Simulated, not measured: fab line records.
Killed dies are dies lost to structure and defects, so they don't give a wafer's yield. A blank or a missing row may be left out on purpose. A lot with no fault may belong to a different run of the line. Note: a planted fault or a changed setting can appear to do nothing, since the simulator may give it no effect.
Which tool was responsible? -- flow n5 finfet -- 11 lots with 33 wafers sampled at 5 steps, on a route of 1938 steps

WHAT THE GAUGES READ, wafer by wafer
N5_BEOL_M11_THK_MEAS_01. Usual: M11_ILD_THK 267.8 nm, standard deviation 2.9.
lot,measured,on,M11_ILD_THK (nm),flag
L693,day 11 05:53,film metro-01,266.7 266.8 273.4,
L696,day 12 20:22,film metro-02,266.7 273.6 269.3,
L702,day 16 10:32,film metro-01,262.8 264.2 265.9,
L703,day 16 17:29,film metro-02,267.5 271.2 269.1,
L704,day 16 23:53,film metro-02,263.7 264.0 271.5,
L714,day 18 22:44,film metro-01,267.9 269.4 266.6,
L710,day 19 03:26,film metro-01,267.6 267.0 265.3,
L711,day 19 12:53,film metro-02,264.0 264.5 267.1,
L713,day 19 21:59,film metro-02,267.2 268.2 272.3,
L712,day 20 09:34,film metro-01,264.8 265.5 268.1,
L701,day 20 09:20,film metro-02,267.5 265.3 274.6,

EACH LOT AND THE TOOL THAT RAN IT (in order: tool; ch and the chambers of the sampled wafers; start)
lot,N5_BEOL_M10_PECVD_70,N5_BEOL_M10_PRE_CLEAN_45,N5_BEOL_M10_SPUTTER_48,N5_BEOL_M10_CMP_52
L693,"pecvd-04 ch 0,1,2, day 10 19:14","pvd sputter-02, day 11 03:41","pvd sputter-02, day 11 04:16","cmp-04 ch 0,1,3, day 11 04:48"
L696,"pecvd-03 ch 0,2, day 12 13:10","pvd sputter-01, day 12 17:26","pvd sputter-02, day 12 18:14","cmp-04 ch 0,3, day 12 18:46"
L702,"pecvd-01 ch 0,2, day 16 03:29","pvd sputter-03, day 16 08:09","pvd sputter-02, day 16 08:45","cmp-04 ch 0,2,3, day 16 09:27"
L703,"pecvd-01 ch 0,1,2, day 16 06:27","pvd sputter-01, day 16 13:15","pvd sputter-01, day 16 15:42","cmp-03 ch 0,1, day 16 16:26"
L704,"pecvd-04 ch 0,1, day 16 15:39","pvd sputter-03, day 16 21:46","pvd sputter-03, day 16 22:17","cmp-03 ch 1,2,3, day 16 22:50"
L714,"pecvd-04 ch 0,1,2, day 18 14:43","pvd sputter-02, day 18 20:18","pvd sputter-02, day 18 20:58","cmp-04 ch 0,1, day 18 21:39"
L710,"pecvd-01 ch 0,1,2, day 18 18:52","pvd sputter-01, day 19 01:10","pvd sputter-01, day 19 01:49","cmp-03 ch 1,2,3, day 19 02:21"
L711,"pecvd-03 ch 0,2, day 19 05:07","pvd sputter-03, day 19 09:42","pvd sputter-02, day 19 10:14","cmp-03 ch 0,1,2, day 19 11:07"
L713,"pecvd-01 ch 1,2, day 19 11:01","pvd sputter-03, day 19 19:42","pvd sputter-03, day 19 20:22","cmp-04 ch 2,3, day 19 20:56"
L712,"pecvd-01 ch 1,2, day 19 18:40","pvd sputter-03, day 20 06:36","pvd sputter-03, day 20 07:28","cmp-04 ch 0,3, day 20 08:00"
L701,"pecvd-03 ch 0,2, day 19 22:37","pvd sputter-03, day 20 06:50","pvd sputter-03, day 20 07:37","cmp-03 ch 2,3, day 20 08:16"
- N5_BEOL_M10_PECVD_70: deposits SiO2 from TEOS/O2, target thk 20 nm, time 22.7 s.
- N5_BEOL_M10_PRE_CLEAN_45: time 30 s.
- N5_BEOL_M10_SPUTTER_48: material Cu, target thk 12 nm, time 2 s.
- N5_BEOL_M10_CMP_52: polishes, stops on SiCOH lowk, t overpolish 7 s, target thk 140 nm.

AS READ BY THE TOOLS THEMSELVES (means over the sampled wafers that have a number; for cases with no such wafer, the mark the record gives instead)
N5_BEOL_M10_PECVD_70. Usual: heater power w 680 W, standard deviation 71; showerhead plenum p Torr 8.77 Torr, standard deviation 0.059; throttle valve pct 22.4 %, standard deviation 1.
lot,tool,heater power w (W),showerhead plenum p Torr (Torr),throttle valve pct (%),flag
L693,pecvd-04,610,8.75,22.2,
L696,pecvd-03,621,8.75,21.7,
L702,pecvd-01,740,8.78,22.2,
L703,pecvd-01,747,8.79,22.7,
L704,pecvd-04,660,8.76,22.4,
L714,pecvd-04,621,8.76,22.4,
L710,pecvd-01,713,8.80,22.5,
L711,pecvd-03,686,8.76,21.8,
L713,pecvd-01,736,8.82,21.6,
L712,pecvd-01,743,8.82,21.6,
L701,pecvd-03,670,8.76,22.7,

N5_BEOL_M10_PRE_CLEAN_45. Usual: heater power w 325 W, standard deviation 30.
lot,tool,heater power w (W),flag
L693,pvd sputter-02,337,
L696,pvd sputter-01,302,
L702,pvd sputter-03,321,
L703,pvd sputter-01,316,
L704,pvd sputter-03,340,
L714,pvd sputter-02,330,
L710,pvd sputter-01,303,
L711,pvd sputter-03,341,
L713,pvd sputter-03,309,
L712,pvd sputter-03,350,
L701,pvd sputter-03,347,

N5_BEOL_M10_SPUTTER_48. Usual: throttle valve pct 29.5 %, standard deviation 0.98.
lot,tool,throttle valve pct (%),flag
L693,pvd sputter-02,30.2,
L696,pvd sputter-02,28.7,
L702,pvd sputter-02,29.5,
L703,pvd sputter-01,29.4,
L704,pvd sputter-03,29.4,
L714,pvd sputter-02,29.9,
L710,pvd sputter-01,30.1,
L711,pvd sputter-02,30.5,
L713,pvd sputter-03,28.7,
L712,pvd sputter-03,29.3,
L701,pvd sputter-03,28.7,

N5_BEOL_M10_CMP_52. Usual: barrier field endpoint s 29.0 s, standard deviation 0.63; motor current A 6.2 A, standard deviation 0.54.
lot,tool,barrier field endpoint s (s),motor current A (A),flag
L693,cmp-04,29.4,6.3,
L696,cmp-04,28.7,6.2,
L702,cmp-04,32.2,6.4,OFF
L703,cmp-03,31.9,6.0,OFF
L704,cmp-03,29.3,6.1,
L714,cmp-04,29.2,6.1,
L710,cmp-03,29.1,6.2,
L711,cmp-03,30.0,5.8,
L713,cmp-04,28.9,6.2,
L712,cmp-04,29.0,5.9,
L701,cmp-03,28.6,5.9,

THE ANSWER, worked out from the rows above alone
Rule: lot off if the mean of its wafers having a number is beyond 3 standard deviations from the usual mean. Also off: a lot with no number at a reading for which 4 or more lots have one. All remaining lots with rows at the step are treated as sound. Order of review: gauges by route order, followed by the tools' own readings, for which a lot's mean as printed above is used. The first step at which some lot is off is used, and at that step the reading that is off furthest; a lot without a number counts as furthest.
Off at N5_BEOL_M10_CMP_52 (barrier field endpoint s): L702, L703.
A tool fits if, at that step or a process step before it, it ran every lot that is off, and no sound lot after the first of them. No candidate that was tried fits.

WHAT HAD BEEN PUT IN BY THE SIMULATOR
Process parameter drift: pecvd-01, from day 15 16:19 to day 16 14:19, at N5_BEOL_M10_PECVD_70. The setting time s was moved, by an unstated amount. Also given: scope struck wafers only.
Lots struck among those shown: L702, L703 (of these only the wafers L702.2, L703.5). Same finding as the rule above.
